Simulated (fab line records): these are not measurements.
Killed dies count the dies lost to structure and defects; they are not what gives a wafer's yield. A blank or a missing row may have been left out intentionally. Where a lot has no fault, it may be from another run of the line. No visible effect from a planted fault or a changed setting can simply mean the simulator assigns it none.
8D (eight disciplines) problem report, filled in by code -- flow n5-finfet -- the parts of the form that need people (team, actions taken, sign-off) are left out

== 1. THE ISSUE ==
At N5_PASSIVATION_PROBE_49, killed_at_M0_to_M3 averages 163 over 9 wafers from 3 lots, while fault-free wafers read 32, standard deviation 9.5. Relative to the usual mean, that is a shift of +14 standard deviations.
Earliest sighting: wafer L528.2 on prober-01 at day 15 19:34. At this step, 9 wafers from 3 lots have a number in the record. By rule, "out" or "out of limits" means more than 4 standard deviations away from the usual mean. The other wafers with a number count as sound.

== 2. WHAT IT IS AND WHAT IT IS NOT ==
question,is,is not
which readings at this step,"killed_at_M0_to_M3, defect-limited-yield, killed-dies, sort-n-pass, sort-yield-pct","killed_at_M4_up, killed-at-front-end, killed-open, killed-short, sort_bin_8_speed"
which lots,"L528, L530, L533",-
which wafers of those lots,all that have a number,-
read on which tools,prober-01,-
when,from day 15 19:34,up to then (0 sound wafers)

== 3. THE SUSPECTS, EACH WITH WHAT RULES IT OUT ==
Counting: any tool at a process step up to the reading is kept as a suspect provided that every lot that is out went through it and no sound lot did after the first of them.
- pvd-sputter-03 at N5_BEOL_M2_SPUTTER_96 (material Cu, target thk 4.5 nm, time 8.29 s): kept. It ran every lot that is out, first L528 (day 10 10:17), and no sound lot after that.
- prober-01 at N5_PASSIVATION_PROBE_49: kept. It ran every lot that is out, first L528 (day 15 19:34), and no sound lot after that. Out on those wafers are its own readings of defect-limited-yield, killed_at_M0_to_M3, killed-dies, sort-n-pass, sort-yield-pct.
Remaining after the count are pvd-sputter-03 at N5_BEOL_M2_SPUTTER_96 and prober-01 at N5_PASSIVATION_PROBE_49.

== 4. THE CAUSE (what the simulator had put in) ==
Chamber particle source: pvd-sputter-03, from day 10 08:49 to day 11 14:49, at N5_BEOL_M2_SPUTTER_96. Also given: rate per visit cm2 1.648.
2 suspects survive the count, and this tool is in that group.

== 5. THE EFFECT CHAIN, in route order ==
Rows list readings where the struck wafers' mean (over those with a number) sits beyond 3 standard deviations from the usual. Readings are gone through only where the record gives a usual standard deviation; hours: the median, over the lots, of the time from a lot's start at the first step in this table giving one to that lot's start at this step; sigmas: the change measured in usual standard deviations.
hours,step,reading,usual,on struck wafers,change,sigmas
0,N5_PASSIVATION_PROBE_49,defect-limited-yield,91.3 %,80.7,-10.6,-7.6
0,N5_PASSIVATION_PROBE_49,killed_at_M0_to_M3,32,163,+131,+14
0,N5_PASSIVATION_PROBE_49,killed-dies,103,228,+125,+7.4
0,N5_PASSIVATION_PROBE_49,sort_bin_5_function,5.0 %,11.4,+6.4,+7.1
0,N5_PASSIVATION_PROBE_49,sort-n-pass,1076,952,-124,-7.3
0,N5_PASSIVATION_PROBE_49,sort-yield-pct,91.2 %,80.7,-10.5,-7.5
Its process steps:
- N5_PASSIVATION_PROBE_49

== 6. WHAT WOULD HAVE CAUGHT IT SOONER ==
In this record no reading fell out of limits until day 15 19:34, 131 hours after the fault had begun at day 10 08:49.
Of the tool readings at N5_BEOL_M2_SPUTTER_96 for which the record gives a usual standard deviation, none was out on any struck wafer, so an alarm limit of 4 standard deviations on them would not have fired.
All the lots that are out (3) had begun N5_BEOL_M2_SPUTTER_96 on pvd-sputter-03 by day 15 19:34. None of them would have been spared by holding the tool at that moment.
